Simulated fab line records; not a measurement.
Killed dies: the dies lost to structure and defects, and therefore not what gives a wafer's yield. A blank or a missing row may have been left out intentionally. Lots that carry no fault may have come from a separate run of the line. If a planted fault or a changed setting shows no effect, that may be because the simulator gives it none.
Which tool did it? | flow nand harc | 14 lots, 42 wafers sampled, at 4 steps of a route of 1302

## WHAT THE GAUGES READ, wafer by wafer
Not one reading of a measure or inspect step in the record can be checked against a usual standard deviation.

## WHAT TOOL EACH LOT RAN ON (gives the tool, then ch and the chambers of the sampled wafers, and finally the start)
lot  | NHARC_A_CONTACT_STRIP_82                      | NHARC_A_CONTACT_DEP_85          | NHARC_A_CONTACT_ETCH_134             | NHARC_A_CONTACT_ETCH_136
L863 | rie diel-08 ch 1,3, day 22 20:05 or earlier   | pecvd-03 ch 0,1, day 22 20:05   | har cap etch-03 ch 0,1, day 23 04:22 | har cap etch-03 ch 0,1, day 23 05:01
L866 | rie diel-08 ch 1,3, day 23 04:19 or earlier   | pecvd-03 ch 0,1, day 23 04:19   | har cap etch-02 ch 0, day 23 06:19   | har cap etch-02 ch 0, day 23 06:48
L864 | rie diel-12 ch 1,2, day 23 04:49 or earlier   | pecvd-02 ch 1,2, day 23 04:49   | har cap etch-01 ch 1, day 23 07:18   | har cap etch-01 ch 1, day 23 07:56
L865 | rie diel-12 ch 1,2, day 23 08:54 or earlier   | pecvd-03 ch 0,1,2, day 23 08:54 | har cap etch-03 ch 0,1, day 23 10:56 | har cap etch-03 ch 0,1, day 23 11:25
L867 | rie diel-12 ch 0,3, day 24 05:42 or earlier   | pecvd-02 ch 0,1, day 24 05:42   | har cap etch-03 ch 0,1, day 24 07:33 | har cap etch-03 ch 0,1, day 24 08:01
L868 | rie diel-12 ch 1,2,3, day 24 08:08 or earlier | pecvd-03 ch 0,1, day 24 08:08   | har cap etch-02 ch 0,1, day 24 10:05 | har cap etch-02 ch 0,1, day 24 10:35
L869 | rie diel-08 ch 1,2,3, day 24 16:58 or earlier | pecvd-02 ch 0,1, day 24 16:58   | har cap etch-03 ch 0,1, day 24 19:07 | har cap etch-03 ch 0,1, day 24 19:35
L871 | rie diel-12 ch 0,2,3, day 25 17:53 or earlier | pecvd-03 ch 0,1,2, day 25 17:53 | har cap etch-02 ch 0,1, day 25 19:53 | har cap etch-02 ch 0,1, day 25 20:20
L877 | rie diel-08 ch 0,1,3, day 27 23:45 or earlier | pecvd-01 ch 0,1, day 27 23:45   | har cap etch-01 ch 0,1, day 28 01:47 | har cap etch-01 ch 0,1, day 28 02:16
L878 | rie diel-12 ch 2,3, day 28 00:13 or earlier   | pecvd-02 ch 0,2, day 28 00:13   | har cap etch-03 ch 0,1, day 28 02:15 | har cap etch-03 ch 0,1, day 28 02:44
L879 | rie diel-08 ch 0,2,3, day 29 06:46 or earlier | pecvd-02 ch 0,1,2, day 29 06:46 | har cap etch-03 ch 0,1, day 29 08:52 | har cap etch-03 ch 0,1, day 29 09:22
L881 | rie diel-01 ch 0,2, day 29 20:40 or earlier   | pecvd-01 ch 0,1,2, day 29 20:40 | har cap etch-02 ch 0,1, day 29 22:42 | har cap etch-02 ch 0,1, day 29 23:11
L884 | rie diel-08 ch 1,2, day 31 04:29 or earlier   | pecvd-02 ch 0,1,2, day 31 04:29 | har cap etch-02 ch 0,1, day 31 06:31 | har cap etch-02 ch 0,1, day 31 07:00
L885 | rie diel-12 ch 1,2,3, day 31 12:50 or earlier | pecvd-01 ch 1,2, day 31 12:50   | har cap etch-01 ch 0,1, day 31 14:44 | har cap etch-01 ch 0,1, day 31 15:13
- NHARC_A_CONTACT_STRIP_82: strips in O2.
- NHARC_A_CONTACT_DEP_85: deposits SiON, target thk 60 nm.
- NHARC_A_CONTACT_ETCH_134: etches the open film in C4F8/O2/Ar, time 140 s, target depth 700 nm.
- NHARC_A_CONTACT_ETCH_136: etches the open film in C4F8/O2/Ar, time 311 s, target depth 1912 nm.

## AS READ BY THE TOOLS THEMSELVES (means over the sampled wafers that have a number; for cases with no such wafer, the mark the record gives instead)
NHARC_A_CONTACT_STRIP_82. Usual: drypump motor current A 5.7 A, standard deviation 0.3; oes product au 1.004 a.u., standard deviation 0.007; rf vpp V 57.8 V, standard deviation 0.95; showerhead plenum p Torr 3.53 Torr, standard deviation 0.16; throttle valve pct 17.036 %, standard deviation 0.0082.
lot  | tool        | drypump motor current A (A) | oes product au (a.u.) | rf vpp V (V) | showerhead plenum p Torr (Torr) | throttle valve pct (%) | flag
L863 | rie diel-08 | 6.0                         | 0.998                 | 57.6         | 3.55                            | 17.040                 |
L866 | rie diel-08 | 6.0                         | 1.004                 | 57.3         | 3.55                            | 17.039                 |
L864 | rie diel-12 | 5.8                         | 1.007                 | 57.7         | 3.48                            | 17.032                 |
L865 | rie diel-12 | 5.8                         | 1.006                 | 58.0         | 3.61                            | 17.033                 |
L867 | rie diel-12 | 5.2                         | 1.001                 | 57.6         | 3.61                            | 17.039                 |
L868 | rie diel-12 | 5.5                         | 1.002                 | 58.3         | 3.61                            | 17.039                 |
L869 | rie diel-08 | 5.7                         | 1.001                 | 57.9         | 3.62                            | 17.032                 |
L871 | rie diel-12 | 5.5                         | 1.010                 | 57.9         | 3.48                            | 17.042                 |
L877 | rie diel-08 | 5.8                         | 0.999                 | 58.0         | 3.54                            | 17.039                 |
L878 | rie diel-12 | 5.3                         | 1.007                 | 58.2         | 3.59                            | 17.038                 |
L879 | rie diel-08 | 5.5                         | 1.003                 | 57.5         | 3.61                            | 17.030                 |
L881 | rie diel-01 | 5.8                         | 0.993                 | 57.9         | 3.44                            | 17.042                 |
L884 | rie diel-08 | 5.9                         | 1.013                 | 57.4         | 3.52                            | 17.043                 |
L885 | rie diel-12 | 5.5                         | 1.009                 | 57.8         | 3.58                            | 17.038                 |

NHARC_A_CONTACT_DEP_85. Usual: heater power w 727 W, standard deviation 72; rf fwd power W 348.2 W, standard deviation 1.3; showerhead vpp V 1118 V, standard deviation 25.
lot  | tool     | heater power w (W) | rf fwd power W (W) | showerhead vpp V (V) | flag
L863 | pecvd-03 | 772                | 348.4              | 1136                 |
L866 | pecvd-03 | 785                | 349.7              | 1156                 |
L864 | pecvd-02 | 758                | 347.7              | 1111                 |
L865 | pecvd-03 | 782                | 348.6              | 1123                 |
L867 | pecvd-02 | 650                | 349.6              | 1096                 |
L868 | pecvd-03 | 711                | 348.2              | 1152                 |
L869 | pecvd-02 | 665                | 348.9              | 1109                 |
L871 | pecvd-03 | 740                | 348.6              | 1123                 |
L877 | pecvd-01 | 679                | 348.3              | 1156                 |
L878 | pecvd-02 | 793                | 346.7              | 1104                 |
L879 | pecvd-02 | 709                | 348.7              | 1096                 |
L881 | pecvd-01 | 708                | 348.7              | 1127                 |
L884 | pecvd-02 | 722                | 347.9              | 1101                 |
L885 | pecvd-01 | 783                | 347.7              | 1120                 |

NHARC_A_CONTACT_ETCH_134. Usual: chamber pressure mTorr 19.999 mTorr, standard deviation 0.018; oes air line au 0.995 a.u., standard deviation 0.02.
lot  | tool            | chamber pressure mTorr (mTorr) | oes air line au (a.u.) | flag
L863 | har cap etch-03 | 20.007                         | 1.000                  |
L866 | har cap etch-02 | 19.995                         | 0.984                  |
L864 | har cap etch-01 | 20.001                         | 1.029                  |
L865 | har cap etch-03 | 19.986                         | 1.015                  |
L867 | har cap etch-03 | 20.000                         | 0.971                  |
L868 | har cap etch-02 | 20.006                         | 0.988                  |
L869 | har cap etch-03 | 20.000                         | 0.969                  |
L871 | har cap etch-02 | 20.011                         | 0.977                  |
L877 | har cap etch-01 | 20.006                         | 1.014                  |
L878 | har cap etch-03 | 19.984                         | 0.992                  |
L879 | har cap etch-03 | 20.016                         | 0.998                  |
L881 | har cap etch-02 | 20.003                         | 0.975                  |
L884 | har cap etch-02 | 20.006                         | 0.984                  |
L885 | har cap etch-01 | 20.011                         | 0.998                  |

NHARC_A_CONTACT_ETCH_136. Usual: chamber pressure mTorr 19.997 mTorr, standard deviation 0.019; oes air line au 1.001 a.u., standard deviation 0.02.
lot  | tool            | chamber pressure mTorr (mTorr) | oes air line au (a.u.) | flag
L863 | har cap etch-03 | 20.010                         | 1.030                  |
L866 | har cap etch-02 | 19.991                         | 0.978                  |
L864 | har cap etch-01 | 20.012                         | 1.025                  |
L865 | har cap etch-03 | 19.999                         | 1.008                  |
L867 | har cap etch-03 | -                              | -                      | OFF
L868 | har cap etch-02 | -                              | -                      | OFF
L869 | har cap etch-03 | 19.984                         | 1.004                  |
L871 | har cap etch-02 | 19.998                         | 0.978                  |
L877 | har cap etch-01 | 19.991                         | 1.009                  |
L878 | har cap etch-03 | 19.990                         | 0.986                  |
L879 | har cap etch-03 | 20.000                         | 1.014                  |
L881 | har cap etch-02 | 19.984                         | 0.968                  |
L884 | har cap etch-02 | 19.986                         | 1.008                  |
L885 | har cap etch-01 | 19.987                         | 0.981                  |

## THE ANSWER, worked out from the rows above alone
Rule: lot off if the mean of its wafers having a number is beyond 3 standard deviations from the usual mean. Also off: a lot with no number at a reading for which 4 or more lots have one. Where the step has rows for the other lots, those lots are counted as sound. First the gauges in route order, then the tools' own readings, where a lot's mean is used as printed above. At the first step where some lot is off, the reading lying furthest off is the one used; lots without a number count as furthest.
Off at NHARC_A_CONTACT_ETCH_136 (chamber pressure mTorr): L867, L868. Without a number there: L867, L868.
If a tool, at that step or one of the process steps before it, ran each lot that is off and ran no sound lot following the first of them, it fits. Because NHARC_A_CONTACT_STRIP_82 lacks a start for some lots, the hours and order of its lots are taken from NHARC_A_CONTACT_DEP_85. None of those tried fits.

## WHAT THE SIMULATOR PUT IN
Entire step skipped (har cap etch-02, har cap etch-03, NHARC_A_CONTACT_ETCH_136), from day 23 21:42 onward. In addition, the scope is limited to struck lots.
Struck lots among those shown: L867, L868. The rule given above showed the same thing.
